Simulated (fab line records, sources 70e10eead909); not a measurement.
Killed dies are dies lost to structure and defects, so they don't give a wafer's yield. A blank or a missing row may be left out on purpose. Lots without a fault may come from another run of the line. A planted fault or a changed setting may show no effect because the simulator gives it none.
Chamber matching | flow nand_harc | NHARC_THIN_TSV_ETCH_15 on rie_si-05: 4 sister chambers
The step target depth 3000 nm, bosch target overetch cycles 2, bosch etch step 2.8 s. 8 wafers are shown with their chamber, then 8 later ones without.

WAFERS WITH THEIR CHAMBER
wafer  | chamber | drypump_motor_current_A (A)
L618.2 | 2       | 5.7
L620.4 | 1       | 5.8
L620.5 | 3       | 6.4
L620.6 | 0       | 5.5
L619.3 | 0       | 5.4
L619.4 | 2       | 5.7
L619.6 | 3       | 6.4
L627.1 | 1       | 5.9

WAFERS WITHOUT THEIR CHAMBER
wafer  | drypump_motor_current_A (A)
L627.4 | 5.4
L627.6 | 5.7
L633.1 | 6.4
L633.2 | 5.4
L633.4 | 5.9
L632.4 | 5.7
L632.5 | 5.5
L632.6 | 5.9

WHICH CHAMBER EACH WENT THROUGH
wafer  | from the rows above | in truth
L627.4 | 0                   | 0
L627.6 | 2                   | 2
L633.1 | 3                   | 3
L633.2 | 0                   | 0
L633.4 | 1                   | 1
L632.4 | 2                   | 2
L632.5 | 0                   | 0
L632.6 | 1                   | 1
Placed correctly: 8 of 8. Can't be placed from these rows: 0. Placed wrongly: 0.
How it was worked out, from the rows above alone: a wafer's distance from a chamber is the root of the sum, over the readings, of the square of ((its reading less the chamber's mean) divided by the reading's scatter). The wafer belongs to the nearest chamber; if the next one is less than 2 further off, it can't be placed. A chamber's mean is the mean of its shown wafers. The scatter: the root of (the sum of the squares of (reading less its chamber's mean) over the shown wafers, divided by (wafers less chambers)).
